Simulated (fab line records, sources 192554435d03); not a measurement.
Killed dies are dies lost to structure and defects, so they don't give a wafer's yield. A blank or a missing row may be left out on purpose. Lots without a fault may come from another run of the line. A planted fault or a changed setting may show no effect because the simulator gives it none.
Which tool did it? | flow n5_finfet | 12 lots, 36 wafers sampled, at 5 steps of a route of 1938

WHAT THE GAUGES READ, wafer by wafer
N5_BEOL_M8_CD_MEAS_18: pitch 80 nm, target cd 40 nm.
lot  | measured     | on        | cd_nm (nm)
L074 | day 9 08:47  | cd_sem-01 | 39.8 39.7 39.6
L076 | day 9 11:55  | cd_sem-02 | 40.2 39.5 39.1
L080 | day 10 07:00 | cd_sem-03 | 39.9 40.6 39.9
L081 | day 10 10:07 | cd_sem-01 | 39.5 39.8 40.4
L083 | day 11 15:43 | cd_sem-03 | 40.3 40.5 40.0
L084 | day 11 21:37 | cd_sem-03 | 40.4 40.1 39.4
L087 | day 12 09:41 | cd_sem-03 | 40.5 40.2 40.5
L089 | day 12 21:19 | cd_sem-02 | 40.0 39.8 40.6
L090 | day 13 00:04 | cd_sem-02 | 40.1 39.7 39.6
L092 | day 14 02:50 | cd_sem-02 | 39.9 39.9 40.0
L095 | day 15 00:39 | cd_sem-01 | 39.6 39.8 39.7
L097 | day 15 12:59 | cd_sem-02 | 40.0 40.2 40.0

WHICH TOOL RAN EACH LOT (tool, then ch and the chambers of the sampled wafers, then the start)
lot  | N5_BEOL_M7_ALD_77                   | N5_BEOL_M7_ANNEAL_51             | N5_BEOL_M8_STRIP_67                | N5_BEOL_M8_STRIP_19
L074 | ald_metal-03 ch 1,2, day 9 05:14    | rtp_anneal-02 ch 0, day 9 06:04  | rie_diel-03 ch 0,1,2, day 9 08:34  | rie_diel-01 ch 0,1, day 9 08:43
L076 | ald_metal-03 ch 0,2,3, day 9 06:41  | rtp_anneal-02 ch 0, day 9 07:38  | rie_diel-02 ch 1,2,3, day 9 11:41  | rie_diel-02 ch 0,1,3, day 9 11:50
L080 | ald_metal-01 ch 0,1,3, day 10 02:14 | rtp_anneal-02 ch 0, day 10 03:22 | rie_diel-02 ch 0,2,3, day 10 06:47 | rie_diel-03 ch 0,1,2, day 10 06:56
L081 | ald_metal-02 ch 1,3, day 10 05:45   | rtp_anneal-02 ch 0, day 10 06:37 | rie_diel-02 ch 1,2,3, day 10 09:45 | rie_diel-01 ch 0,1, day 10 10:02
L083 | ald_metal-03 ch 1,2,3, day 11 11:06 | rtp_anneal-02 ch 0, day 11 12:06 | rie_diel-02 ch 0,2,3, day 11 15:29 | rie_diel-03 ch 1,2, day 11 15:38
L084 | ald_metal-02 ch 0,1,3, day 11 15:55 | rtp_anneal-01 ch 0, day 11 18:20 | rie_diel-03 ch 0,1,3, day 11 21:21 | rie_diel-01 ch 0,3, day 11 21:33
L087 | ald_metal-02 ch 0,1,3, day 12 04:34 | rtp_anneal-02 ch 0, day 12 05:23 | rie_diel-01 ch 0,1,3, day 12 09:28 | rie_diel-03 ch 0,1,2, day 12 09:37
L089 | ald_metal-03 ch 0,3, day 12 15:14   | rtp_anneal-01 ch 0, day 12 18:19 | rie_diel-02 ch 1,2, day 12 21:01   | rie_diel-02 ch 0,2,3, day 12 21:14
L090 | ald_metal-03 ch 0,2,3, day 12 18:02 | rtp_anneal-02 ch 0, day 12 19:35 | rie_diel-03 ch 0,1, day 12 23:49   | rie_diel-03 ch 1,2, day 12 23:58
L092 | ald_metal-03 ch 0,3, day 13 20:23   | rtp_anneal-01 ch 0, day 13 21:17 | rie_diel-03 ch 0,2,3, day 14 02:32 | rie_diel-03 ch 0,2,3, day 14 02:47
L095 | ald_metal-01 ch 1,2, day 14 19:46   | rtp_anneal-01 ch 0, day 14 21:05 | rie_diel-02 ch 1,2,3, day 15 00:26 | rie_diel-01 ch 1,2,3, day 15 00:35
L097 | ald_metal-02 ch 1,2,3, day 15 09:04 | rtp_anneal-01 ch 0, day 15 10:02 | rie_diel-03 ch 1,3, day 15 12:46   | rie_diel-02 ch 0,2,3, day 15 12:55
- N5_BEOL_M7_ALD_77: deposits TaN, target thk 2 nm, pulse time 2 s, purge time 3 s.
- N5_BEOL_M7_ANNEAL_51: time 90 s.
- N5_BEOL_M8_STRIP_67: strips in CF4.
- N5_BEOL_M8_STRIP_19: strips in O2.

THE ANSWER, worked out from the rows above alone
Rule: what is usual is taken from the lots themselves. Put in order of their means at a reading, lots are off if they are a third of the lots or fewer, leave a main group of 4 or more, and stand apart from it by a gap of 3 or more times the standard deviation of the main group's means; of several such gaps the widest counts. A main group whose means are all the same, to the digits that the tables above print for the reading, isn't used. A lot without any number at a reading at which 4 lots or more have one is off too. The other lots that the step has rows for count as sound.
No lot is off at any reading shown: from this, nothing can be told.

WHAT THE SIMULATOR HAD PUT IN
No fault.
